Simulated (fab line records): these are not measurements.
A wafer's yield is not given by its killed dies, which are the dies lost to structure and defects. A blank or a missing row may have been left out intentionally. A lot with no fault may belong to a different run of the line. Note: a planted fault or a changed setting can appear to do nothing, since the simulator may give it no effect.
Which tool is to blame? / flow nandHarc / 12 lots with 36 wafers sampled at 5 steps, on a route of 1159 steps

## WHAT THE GAUGES SHOWED, per wafer
NHARC_END_SORT_01. Usual: killedAtArray 28, standard deviation 11; killedAtOther 0.7, standard deviation 0.88; killedAtPeriphery 3.1, standard deviation 2.2; killedDies 31, standard deviation 12; killedOpen 3.3, standard deviation 2; killedShort 2.0, standard deviation 1.6.
lot=L506; measured=day 24 18:03; on=prober-01; killedAtArray=583 43 41; killedAtOther=1 0 1; killedAtPeriphery=6 4 0; killedDies=590 47 42; killedOpen=5 6 0; killedShort=4 2 2; flag=OFF

## WHICH TOOL RAN EACH LOT (tool, then ch and the chambers of the sampled wafers, then the start)
lot=L490; NHARC_A_STAIRCASE_DEP_156=pecvd-04 ch 0,1,2, day 10 14:30; NHARC_A_STAIRCASE_TRIM_12=rieDiel-01 ch 0,2,3, day 10 17:26; NHARC_A_STAIRCASE_ETCH_13=rieDiel-01 ch 0,1,2, day 10 17:36; NHARC_A_STAIRCASE_ETCH_23=rieDiel-01 ch 0,2,3, no start
lot=L491; NHARC_A_STAIRCASE_DEP_156=pecvd-03 ch 0,1,2, day 11 07:11; NHARC_A_STAIRCASE_TRIM_12=rieDiel-11 ch 0,1,2, day 11 10:04; NHARC_A_STAIRCASE_ETCH_13=rieDiel-11 ch 0,1,3, day 11 10:13; NHARC_A_STAIRCASE_ETCH_23=rieDiel-07 ch 0,2,3, no start
lot=L493; NHARC_A_STAIRCASE_DEP_156=pecvd-03 ch 0,2, day 11 07:21; NHARC_A_STAIRCASE_TRIM_12=rieDiel-01 ch 1,3, day 11 10:22; NHARC_A_STAIRCASE_ETCH_13=rieDiel-01 ch 0,1,2, day 11 10:31; NHARC_A_STAIRCASE_ETCH_23=rieDiel-01 ch 0,3, no start
lot=L495; NHARC_A_STAIRCASE_DEP_156=pecvd-04 ch 1,2, day 11 10:55; NHARC_A_STAIRCASE_TRIM_12=rieDiel-01 ch 0,1,3, day 11 13:46; NHARC_A_STAIRCASE_ETCH_13=rieDiel-01 ch 0,1, day 11 13:57; NHARC_A_STAIRCASE_ETCH_23=rieDiel-01 ch 1,2,3, no start
lot=L492; NHARC_A_STAIRCASE_DEP_156=pecvd-01 ch 1,2, day 11 11:05; NHARC_A_STAIRCASE_TRIM_12=rieDiel-07 ch 0,2,3, day 11 14:10; NHARC_A_STAIRCASE_ETCH_13=rieDiel-07 ch 0,1, day 11 14:19; NHARC_A_STAIRCASE_ETCH_23=rieDiel-07 ch 0,1, no start
lot=L494; NHARC_A_STAIRCASE_DEP_156=pecvd-04 ch 0,1,2, day 11 17:07; NHARC_A_STAIRCASE_TRIM_12=rieDiel-01 ch 0,1, day 11 20:03; NHARC_A_STAIRCASE_ETCH_13=rieDiel-01 ch 0,3, day 11 20:13; NHARC_A_STAIRCASE_ETCH_23=rieDiel-11 ch 1,2, no start
lot=L496; NHARC_A_STAIRCASE_DEP_156=pecvd-01 ch 0,2, day 11 17:07; NHARC_A_STAIRCASE_TRIM_12=rieDiel-07 ch 0,2,3, day 11 20:23; NHARC_A_STAIRCASE_ETCH_13=rieDiel-07 ch 0,3, day 11 20:31; NHARC_A_STAIRCASE_ETCH_23=rieDiel-07 ch 2,3, no start
lot=L500; NHARC_A_STAIRCASE_DEP_156=pecvd-01 ch 0,1,2, day 13 08:05; NHARC_A_STAIRCASE_TRIM_12=rieDiel-07 ch 2,3, day 13 10:53; NHARC_A_STAIRCASE_ETCH_13=rieDiel-07 ch 1,2,3, day 13 11:02; NHARC_A_STAIRCASE_ETCH_23=rieDiel-11 ch 0,1,2, no start
lot=L506; NHARC_A_STAIRCASE_DEP_156=pecvd-04 ch 0,1,2, day 15 00:26; NHARC_A_STAIRCASE_TRIM_12=rieDiel-01 ch 0,2,3, day 15 03:29; NHARC_A_STAIRCASE_ETCH_13=rieDiel-01 ch 0,1,2, day 15 03:38; NHARC_A_STAIRCASE_ETCH_23=rieDiel-01 ch 0,2,3, day 24 18:03 or earlier
lot=L507; NHARC_A_STAIRCASE_DEP_156=pecvd-03 ch 1,2, day 15 07:05; NHARC_A_STAIRCASE_TRIM_12=rieDiel-11 ch 1,2,3, day 15 10:10; NHARC_A_STAIRCASE_ETCH_13=rieDiel-11 ch 1,2,3, day 15 10:19; NHARC_A_STAIRCASE_ETCH_23=rieDiel-01 ch 1,2,3, no start
lot=L510; NHARC_A_STAIRCASE_DEP_156=pecvd-04 ch 1,2, day 15 16:59; NHARC_A_STAIRCASE_TRIM_12=rieDiel-11 ch 1,3, day 15 19:58; NHARC_A_STAIRCASE_ETCH_13=rieDiel-11 ch 0,1,2, day 15 20:07; NHARC_A_STAIRCASE_ETCH_23=rieDiel-01 ch 1,2,3, no start
lot=L512; NHARC_A_STAIRCASE_DEP_156=pecvd-04 ch 1,2, day 15 19:58; NHARC_A_STAIRCASE_TRIM_12=rieDiel-07 ch 1,2,3, day 15 23:12; NHARC_A_STAIRCASE_ETCH_13=rieDiel-07 ch 0,3, day 15 23:19; NHARC_A_STAIRCASE_ETCH_23=rieDiel-07 ch 0,1,2, no start
- NHARC_A_STAIRCASE_DEP_156: deposits SiNx, target thk 50 nm.
- NHARC_A_STAIRCASE_TRIM_12: chemistry O2, time 211.2 s.
- NHARC_A_STAIRCASE_ETCH_13: etches the open film in C4F8/O2, target depth 100 nm, time 40.5 s.
- NHARC_A_STAIRCASE_ETCH_23: etches the open film in C4F8/O2, target depth 100 nm, time 40.5 s.

## WHAT THE TOOLS THEMSELVES READ (means of the sampled wafers that have a number; where no wafer has one, the mark that the record gives instead)
NHARC_A_STAIRCASE_DEP_156. Usual: heaterPowerW 694 W, standard deviation 100; susceptorTempC 399.97 C, standard deviation 0.2.
lot=L490; tool=pecvd-04; heaterPowerW (W)=761; susceptorTempC (C)=399.96; flag=
lot=L491; tool=pecvd-03; heaterPowerW (W)=680; susceptorTempC (C)=400.18; flag=
lot=L493; tool=pecvd-03; heaterPowerW (W)=673; susceptorTempC (C)=399.95; flag=
lot=L495; tool=pecvd-04; heaterPowerW (W)=813; susceptorTempC (C)=399.97; flag=
lot=L492; tool=pecvd-01; heaterPowerW (W)=656; susceptorTempC (C)=400.00; flag=
lot=L494; tool=pecvd-04; heaterPowerW (W)=742; susceptorTempC (C)=399.90; flag=
lot=L496; tool=pecvd-01; heaterPowerW (W)=661; susceptorTempC (C)=400.14; flag=
lot=L500; tool=pecvd-01; heaterPowerW (W)=597; susceptorTempC (C)=400.15; flag=
lot=L506; tool=pecvd-04; heaterPowerW (W)=708; susceptorTempC (C)=399.93; flag=
lot=L507; tool=pecvd-03; heaterPowerW (W)=647; susceptorTempC (C)=399.70; flag=
lot=L510; tool=pecvd-04; heaterPowerW (W)=693; susceptorTempC (C)=399.92; flag=
lot=L512; tool=pecvd-04; heaterPowerW (W)=736; susceptorTempC (C)=399.89; flag=

NHARC_A_STAIRCASE_TRIM_12. Usual: drypumpMotorCurrentA 5.7 A, standard deviation 0.65; oesProductAu 1.004 a.u., standard deviation 0.014; rfVppV 57.6 V, standard deviation 0.92; showerheadPlenumPTorr 3.46 Torr, standard deviation 0.14; throttleValvePct 17.037 %, standard deviation 0.0095.
lot=L490; tool=rieDiel-01; drypumpMotorCurrentA (A)=5.7; oesProductAu (a.u.)=1.020; rfVppV (V)=57.7; showerheadPlenumPTorr (Torr)=3.39; throttleValvePct (%)=17.040; flag=
lot=L491; tool=rieDiel-11; drypumpMotorCurrentA (A)=5.4; oesProductAu (a.u.)=0.996; rfVppV (V)=56.9; showerheadPlenumPTorr (Torr)=3.45; throttleValvePct (%)=17.046; flag=
lot=L493; tool=rieDiel-01; drypumpMotorCurrentA (A)=5.0; oesProductAu (a.u.)=1.015; rfVppV (V)=57.7; showerheadPlenumPTorr (Torr)=3.48; throttleValvePct (%)=17.040; flag=
lot=L495; tool=rieDiel-01; drypumpMotorCurrentA (A)=5.6; oesProductAu (a.u.)=1.017; rfVppV (V)=57.8; showerheadPlenumPTorr (Torr)=3.45; throttleValvePct (%)=17.041; flag=
lot=L492; tool=rieDiel-07; drypumpMotorCurrentA (A)=5.8; oesProductAu (a.u.)=0.997; rfVppV (V)=57.4; showerheadPlenumPTorr (Torr)=3.52; throttleValvePct (%)=17.036; flag=
lot=L494; tool=rieDiel-01; drypumpMotorCurrentA (A)=6.1; oesProductAu (a.u.)=1.005; rfVppV (V)=56.4; showerheadPlenumPTorr (Torr)=3.41; throttleValvePct (%)=17.037; flag=
lot=L496; tool=rieDiel-07; drypumpMotorCurrentA (A)=5.8; oesProductAu (a.u.)=0.991; rfVppV (V)=58.7; showerheadPlenumPTorr (Torr)=3.52; throttleValvePct (%)=17.031; flag=
lot=L500; tool=rieDiel-07; drypumpMotorCurrentA (A)=5.9; oesProductAu (a.u.)=0.986; rfVppV (V)=58.7; showerheadPlenumPTorr (Torr)=3.67; throttleValvePct (%)=17.044; flag=
lot=L506; tool=rieDiel-01; drypumpMotorCurrentA (A)=5.7; oesProductAu (a.u.)=1.005; rfVppV (V)=57.2; showerheadPlenumPTorr (Torr)=3.37; throttleValvePct (%)=17.041; flag=
lot=L507; tool=rieDiel-11; drypumpMotorCurrentA (A)=5.2; oesProductAu (a.u.)=1.003; rfVppV (V)=57.0; showerheadPlenumPTorr (Torr)=3.36; throttleValvePct (%)=17.028; flag=
lot=L510; tool=rieDiel-11; drypumpMotorCurrentA (A)=5.4; oesProductAu (a.u.)=1.007; rfVppV (V)=58.4; showerheadPlenumPTorr (Torr)=3.35; throttleValvePct (%)=17.039; flag=
lot=L512; tool=rieDiel-07; drypumpMotorCurrentA (A)=6.2; oesProductAu (a.u.)=0.991; rfVppV (V)=59.0; showerheadPlenumPTorr (Torr)=3.62; throttleValvePct (%)=17.042; flag=

NHARC_A_STAIRCASE_ETCH_13. Usual: oesProductAu 0.942 a.u., standard deviation 0.016; rfVppV 893 V, standard deviation 5.1.
lot=L490; tool=rieDiel-01; oesProductAu (a.u.)=0.954; rfVppV (V)=893; flag=
lot=L491; tool=rieDiel-11; oesProductAu (a.u.)=0.937; rfVppV (V)=893; flag=
lot=L493; tool=rieDiel-01; oesProductAu (a.u.)=0.939; rfVppV (V)=893; flag=
lot=L495; tool=rieDiel-01; oesProductAu (a.u.)=0.930; rfVppV (V)=892; flag=
lot=L492; tool=rieDiel-07; oesProductAu (a.u.)=0.946; rfVppV (V)=892; flag=
lot=L494; tool=rieDiel-01; oesProductAu (a.u.)=0.931; rfVppV (V)=889; flag=
lot=L496; tool=rieDiel-07; oesProductAu (a.u.)=0.943; rfVppV (V)=894; flag=
lot=L500; tool=rieDiel-07; oesProductAu (a.u.)=0.948; rfVppV (V)=899; flag=
lot=L506; tool=rieDiel-01; oesProductAu (a.u.)=1.008; rfVppV (V)=894; flag=OFF
lot=L507; tool=rieDiel-11; oesProductAu (a.u.)=0.932; rfVppV (V)=890; flag=
lot=L510; tool=rieDiel-11; oesProductAu (a.u.)=0.909; rfVppV (V)=893; flag=
lot=L512; tool=rieDiel-07; oesProductAu (a.u.)=0.960; rfVppV (V)=893; flag=

NHARC_A_STAIRCASE_ETCH_23. Usual: oesProductAu 0.948 a.u., standard deviation 0.015; rfVppV 894 V, standard deviation 5.
lot=L490; tool=rieDiel-01; oesProductAu (a.u.)=0.950; rfVppV (V)=891; flag=
lot=L491; tool=rieDiel-07; oesProductAu (a.u.)=0.956; rfVppV (V)=896; flag=
lot=L493; tool=rieDiel-01; oesProductAu (a.u.)=0.948; rfVppV (V)=891; flag=
lot=L495; tool=rieDiel-01; oesProductAu (a.u.)=0.958; rfVppV (V)=894; flag=
lot=L492; tool=rieDiel-07; oesProductAu (a.u.)=0.946; rfVppV (V)=896; flag=
lot=L494; tool=rieDiel-11; oesProductAu (a.u.)=0.949; rfVppV (V)=890; flag=
lot=L496; tool=rieDiel-07; oesProductAu (a.u.)=0.929; rfVppV (V)=899; flag=
lot=L500; tool=rieDiel-11; oesProductAu (a.u.)=0.938; rfVppV (V)=892; flag=
lot=L506; tool=rieDiel-01; oesProductAu (a.u.)=0.944; rfVppV (V)=890; flag=
lot=L507; tool=rieDiel-01; oesProductAu (a.u.)=0.931; rfVppV (V)=893; flag=
lot=L510; tool=rieDiel-01; oesProductAu (a.u.)=0.961; rfVppV (V)=893; flag=
lot=L512; tool=rieDiel-07; oesProductAu (a.u.)=0.934; rfVppV (V)=894; flag=

## THE ANSWER, worked out from the rows above alone
Rule: a lot counts as off when the mean over its wafers that have a number is more than 3 standard deviations away from the usual mean. Also off: a lot with no number at a reading for which 4 or more lots have one. The other lots that the step has rows for count as sound. The gauges are gone through in route order, then the tools' own readings, and for those a lot's mean is taken as printed above. At the first step where some lot is off, the reading lying furthest off is the one used; lots without a number count as furthest.
Off, at NHARC_END_SORT_01 on killedAtArray: L506. Neither off nor sound, because the step has no rows for them: L490, L491, L493, L495, L492, L494, L496, L500, L507, L510, L512.
If a tool, at a process step before that reading, ran all the lots that are off and no sound lot after the first of them, it fits. Not tried: the gauges at NHARC_END_SORT_01; whatever is off there is also off at NHARC_A_STAIRCASE_ETCH_13, on other tools, and gauge error can't account for it. NHARC_A_STAIRCASE_ETCH_23: start missing for some lots; hours and lot order therefore follow NHARC_END_SORT_01. Can't be told from this: 2 tools fit, pecvd-04 at NHARC_A_STAIRCASE_DEP_156, rieDiel-01 at NHARC_A_STAIRCASE_TRIM_12 and NHARC_A_STAIRCASE_ETCH_13 and NHARC_A_STAIRCASE_ETCH_23.

## WHAT WAS PUT IN BY THE SIMULATOR
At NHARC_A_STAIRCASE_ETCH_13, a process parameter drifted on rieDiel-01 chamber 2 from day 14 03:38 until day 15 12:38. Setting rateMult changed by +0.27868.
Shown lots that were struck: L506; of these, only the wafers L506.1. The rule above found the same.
